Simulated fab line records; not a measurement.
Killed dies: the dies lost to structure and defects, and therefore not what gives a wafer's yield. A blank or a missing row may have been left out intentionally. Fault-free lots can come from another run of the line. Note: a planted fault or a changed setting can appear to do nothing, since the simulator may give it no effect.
One fault seen from 2 desks :: flow n5 finfet :: every desk sees just its own numbers, and what lay behind them comes last

THE METROLOGY DESK
What the gauges read for every lot (on any tool): the sampled wafers with a number, averaged. If a lot's mean is further than 4 standard deviations from the usual mean, the lot is out of limits and carries the mark OUT (the distance appears in the brackets). Only the readings that lie furthest out on some lot appear, 7 of the 10 it has.
Columns: A = DIBL_P at N5_BEOL_M4_RC_MEAS_101, usual 36.3 mV/V; B = ION_N at N5_BEOL_M4_RC_MEAS_101, usual 672 uA/um; C = ION_P at N5_BEOL_M4_RC_MEAS_101, usual 462 uA/um; D = SS_N at N5_BEOL_M4_RC_MEAS_101, usual 71.5 mV/dec; E = SS_P at N5_BEOL_M4_RC_MEAS_101, usual 73.3 mV/dec; F = VT_N at N5_BEOL_M4_RC_MEAS_101, usual 249.9 mV; G = VT_P at N5_BEOL_M4_RC_MEAS_101, usual -249.8 mV
lot: L595
first seen here: day 9 04:16
A: 35.4
B: 663
C: 461
D: 71.4
E: 73.9
F: 250.8
G: -251.6

lot: L606
first seen here: day 14 12:25
A: 36.8
B: 666
C: 454
D: 71.8
E: 73.2
F: 250.5
G: -252.8

lot: L607
first seen here: day 14 23:37
A: 34.7
B: 669
C: 458
D: 71.2
E: 73.2
F: 249.5
G: -251.2

lot: L614
first seen here: day 17 07:29
A: 35.4
B: 670
C: 464
D: 71.1
E: 72.5
F: 252.2
G: -250.0

lot: L603
first seen here: day 17 15:47
A: 36.5
B: 664
C: 462
D: 70.8
E: 73.3
F: 249.7
G: -251.4
Result from this desk: across the 5 lots, nothing is out of limits.

THE TOOL OWNER'S DESK: rie diel-02
The tool's own readings at N5_SD_EPI_N_ETCH_35 (etches SOC in N2/H2, overetch 108 nm, time 486 s): means of the sampled wafers that have a number, for each lot that ran on this tool. If a lot's mean is further than 4 standard deviations from the usual mean, the lot is out of limits and carries the mark OUT (the distance appears in the brackets).
Columns: A = drypump motor current A at N5_SD_EPI_N_ETCH_35, usual 5.8 A; B = h2 flow sccm at N5_SD_EPI_N_ETCH_35, usual 200.0 sccm; C = oes product au at N5_SD_EPI_N_ETCH_35, usual 0.69 a.u.; D = rf vpp V at N5_SD_EPI_N_ETCH_35, usual 241.1 V; E = showerhead plenum p Torr at N5_SD_EPI_N_ETCH_35, usual 2.56 Torr; F = temp c at N5_SD_EPI_N_ETCH_35, usual 39.98 C; G = throttle valve pct at N5_SD_EPI_N_ETCH_35, usual 23.93 %
lot: L595
first seen here: day 3 00:49
A: 5.7
B: 200.5
C: 0.74
D: 242.1
E: 2.69
F: 40.01
G: 23.97

lot: L603
first seen here: day 5 02:35
A: 5.7
B: 199.9
C: 0.71
D: 240.9
E: 2.56
F: 40.03
G: 23.86

lot: L606
first seen here: day 5 21:32
A: 5.7
B: 200.1
C: 0.68
D: 241.4
E: 2.54
F: 39.97
G: 23.68

lot: L607
first seen here: day 6 03:21
A: 5.7
B: 199.4
C: 0.67
D: 241.4
E: 2.54
F: 40.02
G: 23.69
Result from this desk: across the 4 lots, nothing is out of limits.

ALL TOGETHER
From the metrology desk's view, nothing was out of limits.
The desk of the tool owner found nothing out of limits.

WHAT HAD BEEN PUT IN BY THE SIMULATOR
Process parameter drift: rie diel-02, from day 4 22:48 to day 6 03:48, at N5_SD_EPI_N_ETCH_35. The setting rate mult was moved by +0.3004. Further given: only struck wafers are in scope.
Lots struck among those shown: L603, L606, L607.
